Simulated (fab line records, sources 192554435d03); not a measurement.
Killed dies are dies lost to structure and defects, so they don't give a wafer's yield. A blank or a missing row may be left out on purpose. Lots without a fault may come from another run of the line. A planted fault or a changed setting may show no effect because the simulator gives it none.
Split-lot experiment | flow n5_finfet | 7 lots, 21 wafers read, on a route of 1938 steps

THE SPLIT
At N5_SDB_COAT_03 (time 60 s, resist thk 100 nm), the setting spin_rpm was moved away from the recipe's 1500 rpm on 6 of the 21 wafers read, by -4.8% to +8.8%. The other wafers ran this setting at the recipe's value.

FROM THE SPLIT TO THE READING: what the file shows between them, 9 steps
- N5_SDB_EXPOSE_08: exposes mask SDB (also split here: dose_mj)
- N5_SDB_PEB_09: peb time 60 s
- N5_SDB_DEVELOP_10: develop time 30 s
- N5_SDB_CD_MEAS_11: target cd 50 nm
- N5_SDB_DESCUM_16: chemistry O2, time 7.9 s
- N5_SDB_ETCH_17: etches SiARC in CF4, target depth 23.4 nm, time 39 s
- N5_SDB_ETCH_18: etches SOC in N2/H2, target depth 100 nm, overetch 20 nm, time 150 s
- N5_SDB_STRIP_19: strips in N2/H2
- N5_SDB_STRIP_21: strips in CF4

THE READING
SOC_of_SDB_COAT_03.thk_nm (the simulator's own value, which no gauge read), in nm, at N5_SDB_HM_OPEN_20 (chemistry CH3F/O2, target SiNx, stops on poly-Si, target depth 24 nm). The file gives no usual value for it. The 15 wafers here that ran the recipe average 83.9 nm, standard deviation 0.5 nm.

wafer  | tool, chamber at the split | spin_rpm as run, rpm | against the recipe | SOC_of_SDB_COAT_03.thk_nm, nm | against lot-mates on the recipe
L080.1 | litho_track-04, 0          | 1500                 | recipe             | 83.6                          | -
L080.2 | litho_track-04, 0          | 1500                 | recipe             | 83.4                          | -
L080.5 | litho_track-04, 0          | 1428                 | -4.8%              | 85.8                          | +2.3
L081.1 | litho_track-04, 0          | 1500                 | recipe             | 84                            | -
L081.3 | litho_track-04, 0          | 1500                 | recipe             | 83.8                          | -
L081.4 | litho_track-04, 0          | 1500                 | recipe             | 83.4                          | -
L090.1 | litho_track-03, 0          | 1500                 | recipe             | 84.2                          | -
L090.5 | litho_track-03, 0          | 1632                 | +8.8%              | 79.4                          | -4.5
L090.6 | litho_track-03, 0          | 1500                 | recipe             | 83.6                          | -
L091.2 | litho_track-01, 0          | 1500                 | recipe             | 83.4                          | -
L091.5 | litho_track-01, 0          | 1500                 | recipe             | 83.8                          | -
L091.6 | litho_track-01, 0          | 1500                 | recipe             | 83.2                          | -
L093.2 | litho_track-01, 0          | 1500                 | recipe             | 84.4                          | -
L093.5 | litho_track-01, 0          | 1500                 | recipe             | 83.4                          | -
L093.6 | litho_track-01, 0          | 1500                 | recipe             | 84.6                          | -
L096.1 | litho_track-03, 0          | 1500                 | recipe             | 84.6                          | -
L096.2 | litho_track-03, 0          | 1431                 | -4.6%              | 85.4                          | +0.8
L096.3 | litho_track-03, 0          | 1431                 | -4.6%              | 86.2                          | +1.6
L097.2 | litho_track-03, 0          | 1623                 | +8.2%              | 80.4                          | -4.4
L097.4 | litho_track-03, 0          | 1623                 | +8.2%              | 81                            | -3.8
L097.6 | litho_track-03, 0          | 1500                 | recipe             | 84.8                          | -

THE FIT
A straight line over all 21 wafers: SOC_of_SDB_COAT_03.thk_nm changes by -0.427 nm for each +1% of spin_rpm; r = -0.95; the points scatter about the line by 0.52 nm.
The same after taking each lot's own level away (the mean of its wafers on the recipe; 21 wafers): -0.459 nm for each +1%; r = -0.97; scatter 0.44 nm.
On that fit, the largest move of spin_rpm shifts the reading by 4 nm.
The lots' own levels span 83.47 to 84.80 nm, that is 2.6 times the standard deviation above.
So the lot-to-lot level changes the slope little: the two slopes agree.
Check: with one of the wafers moved furthest among these (+8.8%) left out of the fit, the line predicts -4.04 nm for it against its lot-mates. It came out at -4.5 nm against them.

OTHER SPLITS ON THESE WAFERS
These wafers also went through other splits before the reading. Each is held against what the fit with the lots' levels taken away leaves over:
other split on the same wafers | wafers away from the commonest value | r with SOC_of_SDB_COAT_03.thk_nm (lot level and that fit taken away)
N5_SD_EPI_N_PEB_07 peb_time_s  | 6                                    | -0.19
N5_SD_EPI_N_DESCUM_14 time_s   | 6                                    | -0.03
N5_SD_EPI_P_EPI_21 temp_c      | 5                                    | +0.06
N5_SD_ACTIVATION_LSA_01 temp_c | 6                                    | +0.10
N5_SDB_EXPOSE_08 dose_mj       | 6                                    | +0.18

THE WHOLE CHAIN: every reading that the file lists as answering this split, in the file's order
step              | what it does                                                         | reading                                                                    | change (the file's fit)               | r (the file's)
N5_SDB_COAT_03    | time 60 s, resist thk 100 nm                                         | SOC_of_SDB_COAT_03.thk_nm (the simulator's own value, which no gauge read) | -0.504 nm for each +1% of the setting | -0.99
N5_SDB_ETCH_18    | etches SOC in N2/H2, target depth 100 nm, overetch 20 nm, time 150 s | etch.depth_nm (the simulator's own value, which no gauge read)             | -0.492 nm for each +1% of the setting | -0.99
N5_SDB_HM_OPEN_20 | chemistry CH3F/O2, target SiNx, stops on poly-Si, target depth 24 nm | SOC_of_SDB_COAT_03.thk_nm (the simulator's own value, which no gauge read) | -0.475 nm for each +1% of the setting | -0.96
N5_SDB_STRIP_22   | strips in N2/H2                                                      | strip_time_to_endpoint_s                                                   | withheld for each +1% of the setting  | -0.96

THE FILE'S OWN FIT
SOC_of_SDB_COAT_03.thk_nm changes by -0.475 nm for each +1% of spin_rpm, r = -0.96.
